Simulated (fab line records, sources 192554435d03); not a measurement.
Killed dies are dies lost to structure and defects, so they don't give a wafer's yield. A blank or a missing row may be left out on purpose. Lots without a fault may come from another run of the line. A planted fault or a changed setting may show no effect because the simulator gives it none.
Split-lot experiment | flow n5_finfet | 7 lots, 21 wafers read, on a route of 1938 steps

THE SPLIT
At N5_FIN_SAQP_PECVD_48 (deposits SiNx from SiH4/NH3/N2, target thk 25 nm, time 22.1 s), the setting time_s was moved away from the recipe's 22.1 s on 8 of the 21 wafers read, by -15.0% to +10.8%. The other wafers ran this setting at the recipe's value.

FROM THE SPLIT TO THE READING: what the file shows between them, 2 steps
- N5_FIN_SAQP_PECVD_06: deposits a-Si from SiH4/He, target thk 60 nm, time 48.1 s
- N5_FIN_SAQP_MANDREL1_REMOVE_56: chemistry HBr/Cl2/O2, target a-Si, stops on SiNx, bt time 10 s

THE READING
etch.depth_nm (the simulator's own value, which no gauge read), in nm, at N5_FIN_SAQP_ETCH_57 (etches SiNx in CH3F/O2, target depth 32.5 nm, time 46.4 s). The file gives no usual value for it. The 13 wafers here that ran the recipe average 24.88 nm, standard deviation 0.36 nm.

wafer  | tool, chamber at the split | time_s as run, s | against the recipe | etch.depth_nm, nm | against lot-mates on the recipe
L075.2 | pecvd-02, 2                | 22.1             | recipe             | 24.24             | -
L075.3 | pecvd-02, 1                | 22.1             | recipe             | 24.86             | -
L075.5 | pecvd-02, 2                | 23.45            | +6.1%              | 26.5              | +1.95
L084.3 | pecvd-02, 0                | 23.11            | +4.6%              | 25.96             | +0.22
L084.5 | pecvd-02, 2                | 23.11            | +4.6%              | 26.09             | +0.35
L084.6 | pecvd-02, 1                | 22.1             | recipe             | 25.74             | -
L085.1 | pecvd-01, 2                | 22.1             | recipe             | 24.51             | -
L085.4 | pecvd-01, 1                | 24.49            | +10.8%             | 27.29             | +2.78
L085.6 | pecvd-01, 0                | 24.49            | +10.8%             | 27.65             | +3.14
L090.3 | pecvd-03, 0                | 22.1             | recipe             | 25.18             | -
L090.4 | pecvd-03, 2                | 22.1             | recipe             | 25                | -
L090.5 | pecvd-03, 1                | 22.1             | recipe             | 24.96             | -
L092.1 | pecvd-02, 0                | 22.1             | recipe             | 24.7              | -
L092.3 | pecvd-02, 2                | 22.1             | recipe             | 24.92             | -
L092.4 | pecvd-02, 2                | 20.59            | -6.8%              | 23.56             | -1.25
L093.3 | pecvd-01, 1                | 22.1             | recipe             | 24.82             | -
L093.4 | pecvd-01, 2                | 22.1             | recipe             | 25.2              | -
L093.5 | pecvd-01, 0                | 22.1             | recipe             | 24.58             | -
L096.2 | pecvd-03, 2                | 22.1             | recipe             | 24.74             | -
L096.3 | pecvd-03, 1                | 18.79            | -15.0%             | 21.14             | -3.60
L096.5 | pecvd-03, 1                | 18.79            | -15.0%             | 21.11             | -3.63

THE FIT
A straight line over all 21 wafers: etch.depth_nm changes by +0.245 nm for each +1% of time_s; r = +0.98; the points scatter about the line by 0.31 nm.
The same after taking each lot's own level away (the mean of its wafers on the recipe; 21 wafers): +0.242 nm for each +1%; r = +0.97; scatter 0.36 nm.
On that fit, the largest move of time_s shifts the reading by 3.6 nm.
The lots' own levels span 24.510 to 25.740 nm, that is 3.5 times the standard deviation above.
So the lot-to-lot level changes the slope little: the two slopes agree.
Check: with one of the wafers moved furthest among these (-15.0%) left out of the fit, the line predicts -3.63 nm for it against its lot-mates. It came out at -3.6 nm against them.

OTHER SPLITS ON THESE WAFERS
These wafers also went through other splits before the reading. Each is held against what the fit with the lots' levels taken away leaves over:
other split on the same wafers          | wafers away from the commonest value | r with etch.depth_nm (lot level and that fit taken away)
N5_ZERO_LAYER_COAT_05 spin_rpm          | 5                                    | +0.15
N5_ZERO_LAYER_DEVELOP_10 develop_time_s | 6                                    | -0.11
N5_WELL_APT_EXPOSE_05 dose_mj           | 9                                    | -0.42
N5_WELL_APT_PEB_06 peb_time_s           | 5                                    | -0.06

THE WHOLE CHAIN: every reading that the file lists as answering this split, in the file's order
step                 | what it does                                                  | reading                                                                           | change (the file's fit)               | r (the file's)
N5_FIN_SAQP_PECVD_48 | deposits SiNx from SiH4/NH3/N2, target thk 25 nm, time 22.1 s | SiNx_of_FIN_SAQP_PECVD_48.thk_nm (the simulator's own value, which no gauge read) | +0.237 nm for each +1% of the setting | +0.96
N5_FIN_SAQP_ETCH_57  | etches SiNx in CH3F/O2, target depth 32.5 nm, time 46.4 s     | etch_rf_on_time_s                                                                 | withheld for each +1% of the setting  | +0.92
N5_FIN_SAQP_ETCH_57  | etches SiNx in CH3F/O2, target depth 32.5 nm, time 46.4 s     | etch.depth_nm (the simulator's own value, which no gauge read)                    | +0.242 nm for each +1% of the setting | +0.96

THE FILE'S OWN FIT
etch.depth_nm changes by +0.242 nm for each +1% of time_s, r = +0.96.
